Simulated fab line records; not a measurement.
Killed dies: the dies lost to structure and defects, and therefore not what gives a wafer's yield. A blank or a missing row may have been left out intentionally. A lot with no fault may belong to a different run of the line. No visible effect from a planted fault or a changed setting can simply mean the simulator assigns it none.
fab line records	flow nandHarc
[record] lots = 11	wafers = 33	lastDay = 32
route steps=1302 shown A_CHANNEL_HOLE_D1@472 A_CHANNEL_FILL_D1@507
lots untouched by any fault: they come from a run of this same line in which no faults occurred
startH: the number of hours between the record's first day and the start of the first shown wafer of the lot	waitH: hours elapsed since this lot's preceding step	" as in the row above	L1.1+2: a row that stands for several wafers	- value missing, or start not given	* or withheld: withheld	< > ~ a bound
route shown NAME@n: names a module that has steps shown in the file, with the first one's number in the route	usual: mean/standard deviation of fault-free wafers	same: alike in all rows	chamber/n: place in a boat	sites: the reading at each site	_std_site: their standard deviation	_edge_site: inner sites' mean taken away from outer sites' mean	radiusMm: how far each site lies from the wafer's centre	mask NAME#n: copy n	behind: the tool/chamber that last shaped the wafer	hold: reason for holding the lot/hours on hold/outcome of the hold	device: names the non-switching transistor (n, p or np)	end of line: tests run on the same wafers once the route is complete	step lacking rows: just its recipe	killed: count of dies lost to structure and defects at first sort (not the wafer's yield)	map: per-die view of a wafer (x killed, . not killed, _ where there is no die)
set.NAME: setting as actually run; set.NAME@STEP: the setting as run at that earlier step	model.NAME: the simulator's own value behind a step, which no gauge read
route steps across a sampled set of lots; one table per step, one row per wafer
services: from which hour (startH, from the record's first day; less than 0 if before it) a tool's chamber was out of use, for how many hours, and why
[[steps]]
[step NHARC_A_CHANNEL_HOLE_D1_ETCH_20]
[recipe] biasV = 3000	sourceW = withheld	pressureMtorr = 20	timeS = 361.9	arFlowSccm = 375	c4f8FlowSccm = 89.3	o2FlowSccm = 35.7	tempC = -20	targetDepthA = 16000	chemistry = C4F8/O2/Ar
[usual] drypumpMotorCurrentA = 6.0/0.45	mfcArSccm = 375.2/1.1	showerheadPlenumPTorr = 3.61/0.11	tempC = -19.99/0.11	throttleValvePct = 32.155/0.0096
lot.wafer	tool	chamber	startH	waitH	drypumpMotorCurrentA	mfcArSccm	rfHoursCounterH	showerheadPlenumPTorr	tempC	throttleValvePct
L324.2	harEtch-02	1	185.08	0.1	5.7	375.8	290	3.54	-20.04	32.128
L324.5	"	0	"	"	5.5	376.0	-	3.68	-19.95	32.147
L324.6	"	1	"	"	5.7	374.3	-	3.54	-20.06	32.162
L327.4	harEtch-01	1	215.61	0.2	6.4	374.5	-	3.72	-20.07	32.163
L327.3	"	0	"	"	6.6	375.1	-	3.54	-19.93	32.136
L327.6	"	0	"	"	6.6	375.6	-	3.54	-19.99	32.172
L328.1	harEtch-01	1	230.79	0.1	6.4	375.3	119	3.72	-19.89	32.156
L328.3	"	1	"	"	6.4	372.8	-	3.72	-20.03	32.156
L328.6	"	0	"	"	6.5	375.4	-	3.53	-19.94	32.142
L332.1	harEtch-01	1	275.96	0.1	6.4	375.2	142	3.70	-19.88	32.164
L332.3	"	0	"	"	6.5	375.1	-	3.52	-19.99	32.163
L332.4	"	1	"	"	6.4	375.0	-	3.70	-19.95	32.162
L335.1	harEtch-02	1	300.99	0.1	5.6	376.0	355	3.51	-19.93	32.159
L335.4	"	0	"	"	5.5	375.3	-	3.65	-20.18	32.162
L335.6	"	1	"	"	5.7	376.1	-	3.51	-19.91	32.163
L341.1	harEtch-02	1	366.66	0.1	5.6	374.6	393	3.49	-20.08	32.159
L341.3	"	1	"	"	5.6	375.4	-	3.49	-19.98	32.151
L341.5	"	0	"	"	5.5	375.8	-	3.63	-20.02	32.168
L342.2	harEtch-01	1	379.34	0.1	6.4	374.9	203	3.67	-20.00	32.144
L342.3	"	1	"	"	6.4	375.4	-	3.67	-20.03	32.154
L342.6	"	0	"	"	6.5	376.2	-	3.49	-20.12	32.155
L343.1	harEtch-01	1	392.47	0.1	6.4	374.6	215	3.66	-20.02	32.151
L343.4	"	1	"	"	6.4	375.8	-	3.66	-20.06	32.148
L343.3	"	0	"	"	6.5	374.2	-	3.48	-20.02	32.130
L345.3	harEtch-02	0	398.52	0.2	5.5	376.0	-	3.62	-19.82	32.154
L345.5	"	1	"	"	5.6	376.4	-	3.93	-19.90	32.171
L345.6	"	0	"	"	5.5	379.0	-	3.62	-19.94	32.156
L344.2	harEtch-01	1	400.44	0.1	6.4	373.2	222	3.66	-20.12	32.144
L344.3	"	0	"	"	6.5	375.1	-	3.48	-20.08	32.158
L344.5	"	0	"	"	6.5	374.3	-	3.48	-19.96	32.145
L346.1	harEtch-02	1	406.74	0.1	5.6	373.9	12	3.93	-20.02	32.156
L346.4	"	0	"	"	5.5	376.2	-	3.62	-19.93	32.152
L346.3	"	1	"	"	5.7	375.0	-	3.93	-20.11	32.156
[step NHARC_A_CHANNEL_HOLE_D1_ETCH_21]
[recipe] biasV = 3000	sourceW = withheld	pressureMtorr = 20	timeS = 514.3	arFlowSccm = 375	c4f8FlowSccm = 89.3	o2FlowSccm = 35.7	tempC = -20	targetDepthA = 16000	chemistry = C4F8/O2/Ar
[usual] drypumpMotorCurrentA = 6.1/0.46	mfcArSccm = 374.9/1.2	showerheadPlenumPTorr = 3.61/0.11	tempC = -20.00/0.11	throttleValvePct = 32.154/0.009
lot.wafer	tool	chamber	startH	waitH	drypumpMotorCurrentA	mfcArSccm	rfHoursCounterH	showerheadPlenumPTorr	tempC	throttleValvePct
L324.2	harEtch-02	1	185.41	0.3	5.7	373.5	291	3.54	-19.97	32.154
L324.5	"	0	"	"	5.5	376.1	-	3.68	-20.02	32.163
L324.6	"	1	"	"	5.7	373.9	-	3.54	-19.95	32.168
L327.4	harEtch-01	1	215.97	0.3	6.4	374.1	-	3.72	-20.02	32.148
L327.3	"	0	"	"	6.5	376.0	-	3.54	-19.87	32.153
L327.6	"	0	"	"	6.5	376.1	-	3.54	-19.93	32.174
L328.1	harEtch-01	1	231.12	0.3	6.4	373.2	119	3.72	-20.09	32.148
L328.3	"	1	"	"	6.4	373.6	-	3.72	-19.98	32.153
L328.6	"	0	"	"	6.6	375.7	-	3.53	-20.03	32.148
L332.1	harEtch-01	1	276.30	0.3	6.4	377.3	142	3.70	-19.89	32.163
L332.3	"	0	"	"	6.6	374.5	-	3.52	-20.10	32.147
L332.4	"	1	"	"	6.4	374.4	-	3.70	-19.92	32.158
L335.1	harEtch-02	1	301.31	0.3	5.7	378.1	356	3.51	-19.87	32.140
L335.4	"	0	"	"	5.5	374.5	-	3.65	-20.00	32.154
L335.6	"	1	"	"	5.6	376.1	-	3.51	-19.83	32.144
L341.1	harEtch-02	1	367.00	0.3	5.7	374.6	394	3.49	-20.17	32.149
L341.3	"	1	"	"	5.7	374.4	-	3.49	-20.14	32.144
L341.5	"	0	"	"	5.5	376.3	-	3.63	-19.87	32.154
L342.2	harEtch-01	1	379.68	0.3	6.4	375.3	203	3.67	-19.98	32.160
L342.3	"	1	"	"	6.4	373.3	-	3.67	-19.80	32.133
L342.6	"	0	"	"	6.5	373.6	-	3.49	-20.02	32.149
L343.1	harEtch-01	1	392.78	0.3	6.4	377.0	215	3.66	-19.81	32.161
L343.4	"	1	"	"	6.4	375.8	-	3.66	-20.04	32.159
L343.3	"	0	"	"	6.6	372.9	-	3.48	-20.21	32.146
L345.3	harEtch-02	0	398.89	0.3	5.5	374.6	-	3.62	-19.85	32.140
L345.5	"	1	"	"	5.6	375.2	-	3.93	-20.04	32.153
L345.6	"	0	"	"	5.5	374.9	-	3.62	-19.98	32.140
L344.2	harEtch-01	1	400.75	0.3	6.4	377.0	223	3.66	-20.03	32.145
L344.3	"	0	"	"	6.5	374.8	-	3.48	-19.78	32.144
L344.5	"	0	"	"	6.5	375.2	-	3.48	-20.00	32.155
L346.1	harEtch-02	1	407.07	0.3	5.7	375.3	12	3.93	-20.11	32.146
L346.4	"	0	"	"	5.5	372.8	-	3.62	-19.89	32.148
L346.3	"	1	"	"	5.7	373.7	-	3.93	-20.09	32.151
[step NHARC_A_CHANNEL_HOLE_D1_ETCH_25]
[recipe] biasV = 5000	sourceW = withheld	pressureMtorr = 20	timeS = 1040.2	arFlowSccm = 375	c4f8FlowSccm = 93.8	o2FlowSccm = 31.2	tempC = -20	targetDepthA = 15000	chemistry = C4F8/O2/Ar
[usual] drypumpMotorCurrentA = 6.1/0.45	mfcArSccm = 375.2/1.1	showerheadPlenumPTorr = 3.60/0.11	tempC = -20.01/0.12	throttleValvePct = 32.235/0.0085
lot.wafer	tool	chamber	startH	waitH	drypumpMotorCurrentA	mfcArSccm	rfHoursCounterH	showerheadPlenumPTorr	tempC	throttleValvePct
L324.2	harEtch-02	1	187.97	0.7	5.7	372.6	293	3.53	-20.00	32.239
L324.5	"	0	"	"	5.5	374.9	-	3.68	-19.89	32.234
L324.6	"	1	"	"	5.7	375.2	-	3.53	-20.12	32.219
L327.4	harEtch-01	1	218.63	0.7	6.4	373.4	-	3.72	-19.92	32.234
L327.3	"	0	"	"	6.5	373.5	-	3.53	-20.10	32.237
L327.6	"	0	"	"	6.5	373.8	-	3.53	-20.21	32.230
L328.1	harEtch-01	1	233.68	0.7	6.4	373.5	121	3.71	-20.00	32.222
L328.3	"	1	"	"	6.4	374.0	-	3.71	-20.12	32.236
L328.6	"	0	"	"	6.5	374.5	-	3.53	-19.94	32.236
L332.1	harEtch-01	1	278.86	0.7	6.4	377.1	145	3.70	-19.88	32.225
L332.3	"	0	"	"	6.5	376.5	-	3.51	-20.04	32.236
L332.4	"	1	"	"	6.4	375.3	-	3.70	-20.08	32.251
L335.1	harEtch-02	1	303.79	0.6	5.6	375.9	358	3.50	-20.04	32.233
L335.4	"	0	"	"	5.5	375.0	-	3.64	-19.98	32.229
L335.6	"	1	"	"	5.6	375.1	-	3.50	-19.93	32.242
L341.1	harEtch-02	1	369.54	0.7	5.7	375.2	396	3.48	-20.23	32.221
L341.3	"	1	"	"	5.7	375.7	-	3.48	-20.13	32.238
L341.5	"	0	"	"	5.5	375.4	-	3.62	-19.99	32.224
L342.2	harEtch-01	1	382.22	0.7	6.4	376.6	206	3.66	-19.82	32.247
L342.3	"	1	"	"	6.4	376.2	-	3.66	-20.02	32.241
L342.6	"	0	"	"	6.5	376.3	-	3.48	-19.94	32.237
L343.1	harEtch-01	1	395.27	0.7	6.4	375.8	217	3.66	-20.00	32.241
L343.4	"	1	"	"	6.4	375.3	-	3.66	-19.98	32.227
L343.3	"	0	"	"	6.5	374.1	-	3.47	-20.03	32.241
L345.3	harEtch-02	0	401.58	0.7	5.5	372.4	-	3.62	-20.20	32.231
L345.5	"	1	"	"	5.7	375.0	-	3.92	-19.98	32.231
L345.6	"	0	"	"	5.5	375.0	-	3.62	-19.91	32.235
L344.2	harEtch-01	1	403.23	0.6	6.4	374.9	225	3.65	-19.95	32.259
L344.3	"	0	"	"	6.5	374.1	-	3.47	-20.08	32.239
L344.5	"	0	"	"	6.6	375.6	-	3.47	-20.02	32.222
L346.1	harEtch-02	1	409.64	0.7	5.6	375.3	14	3.92	-20.04	32.244
L346.4	"	0	"	"	5.5	375.8	-	3.61	-19.84	32.238
L346.3	"	1	"	"	5.7	376.0	-	3.92	-20.08	32.230
[step NHARC_A_CHANNEL_FILL_D1_ALD_25]
[recipe] targetThkA = 600	pulseTimeS = 10	aldCycles = 600	tempC = 300	material = SiOx
[usual] heaterPowerW = 501/38	precursorPulseHeightRel = 0.996/0.021	susceptorTempC = 300.02/0.2
lot.wafer	tool	chamber	startH	waitH	heaterPowerW	precursorPulseHeightRel	susceptorTempC
L324.2	aldHk-01	2	226.96	0.1	520	1.012	299.93
L324.6	"	2	229.41	2.5	508	1.012	299.90
L324.5	"	3	"	"	486	1.011	299.68
L327.3	aldHk-01	2	261.36	0.1	507	1.025	-
L327.4	"	3	"	"	498	0.987	-
L327.6	"	3	264.39	3.1	494	0.978	-
L328.1	aldHk-03	2	274.15	0.7	454	1.011	299.75
L328.3	"	0	275.37	1.9	454	1.014	299.94
L328.6	"	1	"	"	540	1.004	300.41
L332.3	aldHk-03	0	316.60	0.7	445	0.987	299.70
L332.4	"	1	"	"	532	1.003	299.73
L332.1	"	2	"	"	465	1.022	299.79
L335.1	aldHk-03	0	344.06	0.1	452	0.998	300.19
L335.4	"	3	345.95	1.9	450	0.975	289.26
L335.6	"	1	347.21	3.2	543	0.987	299.99
L341.3	aldHk-01	1	409.56	1.3	552	1.011	299.84
L341.1	"	2	"	"	515	0.999	299.94
L341.5	"	3	"	"	498	1.028	300.20
L342.2	aldHk-04	1	423.67	0.1	502	0.991	-
L342.3	"	3	424.88	1.3	485	1.037	-
L342.6	"	1	426.09	2.5	492	1.016	-
L344.2	aldHk-03	0	437.35	0.1	453	1.022	300.00
L344.3	"	3	439.21	1.9	509	1.028	300.30
L344.5	"	1	440.44	3.1	536	0.969	300.41
L343.4	aldHk-01	2	437.96	0.7	527	1.001	300.27
L343.3	"	3	"	"	518	1.019	300.04
L343.1	"	0	"	"	457	0.982	300.21
L345.3	aldHk-04	3	438.62	1.3	492	0.995	300.30
L345.6	"	1	439.86	2.6	484	1.037	299.99
L345.5	"	2	"	"	577	0.979	300.08
L346.1	aldHk-03	1	448.88	0.1	557	1.016	300.15
L346.3	"	2	"	"	470	1.025	300.10
L346.4	"	0	450.72	1.9	451	1.005	300.30
[[services]]
tool	chamber	startH	hours	kind
aldHk-03	-	162.31	0.5	repair
aldHk-04	-	179.48	0.9	repair
harEtch-01	-	193.19	1.4	repair
aldHk-03	-	214.02	10.0	pm
aldHk-03	0	214.02	10.0	ventCycle
aldHk-03	1	214.02	10.0	ventCycle
aldHk-03	2	214.02	10.0	ventCycle
aldHk-03	3	214.02	10.0	ventCycle
aldHk-03	0	224.02	-	clean
aldHk-03	1	224.02	-	clean
aldHk-03	2	224.02	-	clean
aldHk-03	3	224.02	-	clean
aldHk-04	-	260.00	10.0	pm
aldHk-01	-	344.74	1.0	repair
harEtch-02	-	377.00	17.0	pm
harEtch-02	0	377.00	17.0	ventCycle
harEtch-02	1	377.00	17.0	ventCycle
aldHk-03	-	392.02	10.0	pm
harEtch-02	0	394.00	-	clean
harEtch-02	0	394.00	-	consumableReplace:focusRing
harEtch-02	1	394.00	-	clean
harEtch-02	1	394.00	-	consumableReplace:focusRing
harEtch-02	1	394.00	-	consumableReplace:showerhead
aldHk-01	-	418.26	3.8	repair
[[key]]
[firstSign] step = NHARC_A_CHANNEL_FILL_D1_ALD_25	reading = susceptorTempC	direction = down	sigmas = 53	usual = *	struck = *
effect none on later readings
metAt NHARC_A_CHANNEL_FILL_D1_ALD_25
struckLots L335
struckWafers L335.4
testerLeftOut L335
notActingAt NHARC_A_CHANNEL_HOLE_D1_ETCH_20,NHARC_A_CHANNEL_HOLE_D1_ETCH_21,NHARC_A_CHANNEL_HOLE_D1_ETCH_25
[fault] kind = processParameterDrift	tool = aldHk-03	chamber = 3	onsetH = 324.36	steps = NHARC_A_CHANNEL_FILL_D1_ALD_25	channel = tempC	offset = *	shape = step	endH = 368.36	actsIn = *	stated = *
// testerLeftOut: of these lots the tester's yield and bins aren't shown, on N5 and GAA mostly nor the transistor test; their killed dies are dies lost to structure and defects alone, not to doping, threshold or leakage, so they don't give the yield
